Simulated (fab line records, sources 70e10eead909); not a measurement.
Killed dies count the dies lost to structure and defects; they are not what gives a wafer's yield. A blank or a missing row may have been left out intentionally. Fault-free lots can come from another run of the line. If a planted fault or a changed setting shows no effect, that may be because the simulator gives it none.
Which tool was responsible? :: flow nand_harc :: 14 lots with 42 wafers sampled at 5 steps, on a route of 1302 steps

WHAT THE GAUGES SHOWED, per wafer
NHARC_A_DECK1_JOINT_THK_MEAS_14: measures by ellipsometry. Usual: thk_nm at 51.3 nm, with a standard deviation of 1.5.
lot: L711
measured: day 11 22:02
on: film_metro-02
thk_nm (nm): 50.6 46.8 49.6
flag: 

lot: L713
measured: day 12 07:37
on: film_metro-02
thk_nm (nm): 50.1 51.6 51.3
flag: 

lot: L714
measured: day 12 07:37
on: film_metro-01
thk_nm (nm): 50.9 51.0 51.8
flag: 

lot: L715
measured: day 12 22:56
on: film_metro-02
thk_nm (nm): 54.2 52.7 50.8
flag: 

lot: L717
measured: day 13 12:01
on: film_metro-01
thk_nm (nm): 53.1 50.1 53.4
flag: 

lot: L718
measured: day 14 09:57
on: film_metro-02
thk_nm (nm): 50.7 52.3 50.4
flag: 

lot: L719
measured: day 14 13:11
on: film_metro-02
thk_nm (nm): 51.2 51.4 50.6
flag: 

lot: L721
measured: day 15 07:56
on: film_metro-02
thk_nm (nm): 52.0 51.3 49.6
flag: 

lot: L722
measured: day 15 21:19
on: film_metro-01
thk_nm (nm): 50.5 49.4 52.5
flag: 

lot: L723
measured: day 15 21:19
on: film_metro-02
thk_nm (nm): 48.8 49.2 52.2
flag: 

lot: L725
measured: day 17 10:21
on: film_metro-01
thk_nm (nm): 50.1 53.5 52.9
flag: 

lot: L732
measured: day 20 02:49
on: film_metro-02
thk_nm (nm): 51.4 52.4 51.9
flag: 

lot: L731
measured: day 20 02:49
on: film_metro-01
thk_nm (nm): 54.4 51.8 52.6
flag: 

lot: L733
measured: day 20 14:51
on: film_metro-02
thk_nm (nm): 54.0 53.5 54.3
flag: 

NHARC_A_ONON_D2_THK_MEAS_18: measures by ellipsometry. Usual: thk_nm at 1000 nm, with a standard deviation of 10.
lot: L711
measured: day 13 15:20
on: film_metro-01
thk_nm (nm): 994 995 994
flag: 

lot: L713
measured: day 13 15:20
on: film_metro-01
thk_nm (nm): 1014 1013 1013
flag: 

lot: L714
measured: day 13 15:20
on: film_metro-02
thk_nm (nm): 972 971 973
flag: 

lot: L715
measured: day 14 10:39
on: film_metro-02
thk_nm (nm): 1010 1010 1010
flag: 

lot: L717
measured: day 14 23:11
on: film_metro-02
thk_nm (nm): 1010 1009 1011
flag: 

lot: L718
measured: day 15 17:26
on: film_metro-02
thk_nm (nm): 1007 1005 1008
flag: 

lot: L719
measured: day 15 20:52
on: film_metro-02
thk_nm (nm): 1005 1008 1007
flag: 

lot: L721
measured: day 16 18:21
on: film_metro-01
thk_nm (nm): 1010 1012 1011
flag: 

lot: L722
measured: day 17 08:02
on: film_metro-01
thk_nm (nm): 985 986 987
flag: 

lot: L723
measured: day 17 08:01
on: film_metro-02
thk_nm (nm): 693 1000 693
flag: OFF

lot: L725
measured: day 18 17:29
on: film_metro-01
thk_nm (nm): 694 1003 692
flag: OFF

lot: L732
measured: day 21 12:05
on: film_metro-01
thk_nm (nm): 1003 1002 1001
flag: 

lot: L731
measured: day 21 12:05
on: film_metro-02
thk_nm (nm): 1004 1005 1004
flag: 

lot: L733
measured: day 22 00:23
on: film_metro-01
thk_nm (nm): 983 983 982
flag: 

NHARC_END_SORT_01. Usual: killed_at_array 58, standard deviation 20; killed_at_other 1.0, standard deviation 1.2; killed_at_periphery 4.1, standard deviation 3; killed_dies 63, standard deviation 20; killed_open 3.2, standard deviation 1.7; killed_short 2.5, standard deviation 1.5.
lot: L723
measured: day 28 11:41
on: prober-02
killed_at_array: 666 36 666
killed_at_other: 0 0 1
killed_at_periphery: 11 8 10
killed_dies: 677 44 677
killed_open: 5 1 7
killed_short: 2 4 4
flag: OFF

lot: L725
measured: day 30 05:30
on: prober-01
killed_at_array: 676 58 673
killed_at_other: 0 1 2
killed_at_periphery: 1 3 2
killed_dies: 677 62 677
killed_open: 3 4 3
killed_short: 3 4 4
flag: OFF

EACH LOT AND THE TOOL THAT RAN IT (in order: tool; ch and the chambers of the sampled wafers; start)
lot: L711
NHARC_A_CHANNEL_FILL_D1_ETCHBACK_08: rie_diel-13 ch 0,2,3, day 11 22:02 or earlier
NHARC_A_ONON_D2_DEP_16: pecvd_onon-03 ch 0, day 13 14:50

lot: L713
NHARC_A_CHANNEL_FILL_D1_ETCHBACK_08: rie_diel-03 ch 0,1,3, day 12 07:37 or earlier
NHARC_A_ONON_D2_DEP_16: pecvd_onon-01 ch 0, day 13 14:50

lot: L714
NHARC_A_CHANNEL_FILL_D1_ETCHBACK_08: rie_diel-13 ch 0,1, day 12 07:37 or earlier
NHARC_A_ONON_D2_DEP_16: pecvd_onon-04 ch 0, day 13 14:57

lot: L715
NHARC_A_CHANNEL_FILL_D1_ETCHBACK_08: rie_diel-13 ch 0,1,3, day 12 22:56 or earlier
NHARC_A_ONON_D2_DEP_16: pecvd_onon-03 ch 0, day 14 10:08

lot: L717
NHARC_A_CHANNEL_FILL_D1_ETCHBACK_08: rie_diel-13 ch 2,3, day 13 12:01 or earlier
NHARC_A_ONON_D2_DEP_16: pecvd_onon-01 ch 0, day 14 22:41

lot: L718
NHARC_A_CHANNEL_FILL_D1_ETCHBACK_08: rie_diel-03 ch 0,1, day 14 09:57 or earlier
NHARC_A_ONON_D2_DEP_16: pecvd_onon-01 ch 0, day 15 16:55

lot: L719
NHARC_A_CHANNEL_FILL_D1_ETCHBACK_08: rie_diel-02 ch 0,1,3, day 14 13:11 or earlier
NHARC_A_ONON_D2_DEP_16: pecvd_onon-03 ch 0, day 15 20:21

lot: L721
NHARC_A_CHANNEL_FILL_D1_ETCHBACK_08: rie_diel-13 ch 0,1,3, day 15 07:56 or earlier
NHARC_A_ONON_D2_DEP_16: pecvd_onon-03 ch 0, day 16 17:50

lot: L722
NHARC_A_CHANNEL_FILL_D1_ETCHBACK_08: rie_diel-13 ch 0,1, day 15 21:19 or earlier
NHARC_A_ONON_D2_DEP_16: pecvd_onon-01 ch 0, day 17 07:38

lot: L723
NHARC_A_CHANNEL_FILL_D1_ETCHBACK_08: rie_diel-02 ch 0,1,2, day 15 21:19 or earlier
NHARC_A_ONON_D2_DEP_16: pecvd_onon-03 ch 0, day 17 07:34

lot: L725
NHARC_A_CHANNEL_FILL_D1_ETCHBACK_08: rie_diel-03 ch 0,2,3, day 17 10:21 or earlier
NHARC_A_ONON_D2_DEP_16: pecvd_onon-03 ch 0, day 18 17:02

lot: L732
NHARC_A_CHANNEL_FILL_D1_ETCHBACK_08: rie_diel-13 ch 0,1,2, day 20 02:49 or earlier
NHARC_A_ONON_D2_DEP_16: pecvd_onon-01 ch 0, day 21 11:35

lot: L731
NHARC_A_CHANNEL_FILL_D1_ETCHBACK_08: rie_diel-02 ch 0,1,3, day 20 02:49 or earlier
NHARC_A_ONON_D2_DEP_16: pecvd_onon-03 ch 0, day 21 11:35

lot: L733
NHARC_A_CHANNEL_FILL_D1_ETCHBACK_08: rie_diel-13 ch 0,1,2, day 20 14:51 or earlier
NHARC_A_ONON_D2_DEP_16: pecvd_onon-01 ch 0, day 21 23:53
- NHARC_A_CHANNEL_FILL_D1_ETCHBACK_08: etches the open film in C4F8, target depth 220 nm, time 110 s.
- NHARC_A_ONON_D2_DEP_16: target thk 1000 nm.

AS READ BY THE TOOLS THEMSELVES (means over the sampled wafers that have a number; for cases with no such wafer, the mark the record gives instead)
NHARC_A_CHANNEL_FILL_D1_ETCHBACK_08. Usual: oes_product_au 0.95 a.u., standard deviation 0.036; rf_vpp_V 439.3 V, standard deviation 1.9.
lot: L711
tool: rie_diel-13
oes_product_au (a.u.): 0.92
rf_vpp_V (V): 439.4
flag: 

lot: L713
tool: rie_diel-03
oes_product_au (a.u.): 0.92
rf_vpp_V (V): 439.4
flag: 

lot: L714
tool: rie_diel-13
oes_product_au (a.u.): 0.93
rf_vpp_V (V): 437.7
flag: 

lot: L715
tool: rie_diel-13
oes_product_au (a.u.): 1.00
rf_vpp_V (V): 438.8
flag: 

lot: L717
tool: rie_diel-13
oes_product_au (a.u.): 0.92
rf_vpp_V (V): 440.8
flag: 

lot: L718
tool: rie_diel-03
oes_product_au (a.u.): 1.01
rf_vpp_V (V): 437.9
flag: 

lot: L719
tool: rie_diel-02
oes_product_au (a.u.): 0.99
rf_vpp_V (V): 441.1
flag: 

lot: L721
tool: rie_diel-13
oes_product_au (a.u.): 0.92
rf_vpp_V (V): 438.3
flag: 

lot: L722
tool: rie_diel-13
oes_product_au (a.u.): 1.00
rf_vpp_V (V): 437.6
flag: 

lot: L723
tool: rie_diel-02
oes_product_au (a.u.): 0.92
rf_vpp_V (V): 441.2
flag: 

lot: L725
tool: rie_diel-03
oes_product_au (a.u.): 0.99
rf_vpp_V (V): 440.0
flag: 

lot: L732
tool: rie_diel-13
oes_product_au (a.u.): 0.99
rf_vpp_V (V): 438.6
flag: 

lot: L731
tool: rie_diel-02
oes_product_au (a.u.): 0.99
rf_vpp_V (V): 439.7
flag: 

lot: L733
tool: rie_diel-13
oes_product_au (a.u.): 0.97
rf_vpp_V (V): 438.6
flag: 

THE ANSWER, worked out from the rows above alone
Rule: a lot is off if the mean of its wafers that have a number lies more than 3 standard deviations from the usual mean. A lot without any number at a reading at which 4 lots or more have one is off too. The other lots that the step has rows for count as sound. The gauges are gone through in route order, then the tools' own readings, and for those a lot's mean is taken as printed above. The first step at which some lot is off is used, and at that step the reading that is off furthest; a lot without a number counts as furthest.
Off: L723, L725 (NHARC_A_ONON_D2_THK_MEAS_18, thk_nm).
A tool fits if, at a process step before that reading, it ran every lot that is off, and no sound lot after the first of them. The gauges at NHARC_A_ONON_D2_THK_MEAS_18 aren't tried: what is off there is off at NHARC_END_SORT_01 too, on other tools, and a gauge's error can't cause that. With no start given for some of its lots, NHARC_A_CHANNEL_FILL_D1_ETCHBACK_08 uses the hours and lot order of NHARC_A_DECK1_JOINT_THK_MEAS_14. Of those tried, none fits.

WHAT HAD BEEN PUT IN BY THE SIMULATOR
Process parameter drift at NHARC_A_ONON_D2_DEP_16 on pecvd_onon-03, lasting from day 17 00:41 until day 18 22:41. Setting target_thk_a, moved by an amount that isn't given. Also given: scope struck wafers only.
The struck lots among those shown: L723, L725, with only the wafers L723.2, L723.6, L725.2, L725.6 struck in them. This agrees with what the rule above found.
